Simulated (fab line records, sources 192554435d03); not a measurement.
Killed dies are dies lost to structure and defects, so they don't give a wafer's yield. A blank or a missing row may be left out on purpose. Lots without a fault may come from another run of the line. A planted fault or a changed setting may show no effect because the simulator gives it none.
Chamber matching | flow n5_finfet | N5_BEOL_M1_ETCH_74 on rie_diel-03: 4 sister chambers
The step etches underlayer in N2/H2, target depth 6.5 nm, time 5.2 s. 8 wafers are shown with their chamber, then 9 later ones without.

WAFERS WITH THEIR CHAMBER
wafer  | chamber | drypump_motor_current_A (A) | throttle_valve_pct (%)
L080.3 | 2       | 5.3                         | 18.05
L088.4 | 0       | 4.8                         | 17.56
L090.3 | 0       | 4.7                         | 17.57
L091.1 | 1       | 6.0                         | 18.11
L091.6 | 3       | 5.5                         | 17.64
L092.1 | 1       | 6.1                         | 18.12
L092.2 | 3       | 5.5                         | 17.65
L092.6 | 2       | 5.3                         | 17.70

WAFERS WITHOUT THEIR CHAMBER
wafer  | drypump_motor_current_A (A) | throttle_valve_pct (%)
L094.1 | 4.7                         | 17.61
L094.2 | 5.5                         | 17.65
L094.3 | 6.0                         | 18.15
L095.4 | 5.3                         | 17.72
L095.5 | 4.7                         | 17.57
L095.6 | 6.0                         | 18.12
L096.2 | 5.4                         | 17.71
L096.3 | 5.5                         | 17.65
L096.6 | 5.5                         | 17.66

WHICH CHAMBER EACH WENT THROUGH
wafer  | from the rows above     | in truth
L094.1 | 0                       | 0
L094.2 | 3                       | 3
L094.3 | 1                       | 1
L095.4 | 2                       | 2
L095.5 | 0                       | 0
L095.6 | 1                       | 1
L096.2 | can't be placed: 3 or 2 | 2
L096.3 | 3                       | 3
L096.6 | 3                       | 3
Placed correctly: 8 of 9. Can't be placed from these rows: 1 (the true chamber is among the candidates in 1). Placed wrongly: 0.
How it was worked out, from the rows above alone: a wafer's distance from a chamber is the root of the sum, over the readings, of the square of ((its reading less the chamber's mean) divided by the reading's scatter). The wafer belongs to the nearest chamber; if the next one is less than 2 further off, it can't be placed. A chamber's mean is the mean of its shown wafers. The scatter: the root of (the sum of the squares of (reading less its chamber's mean) over the shown wafers, divided by (wafers less chambers)).
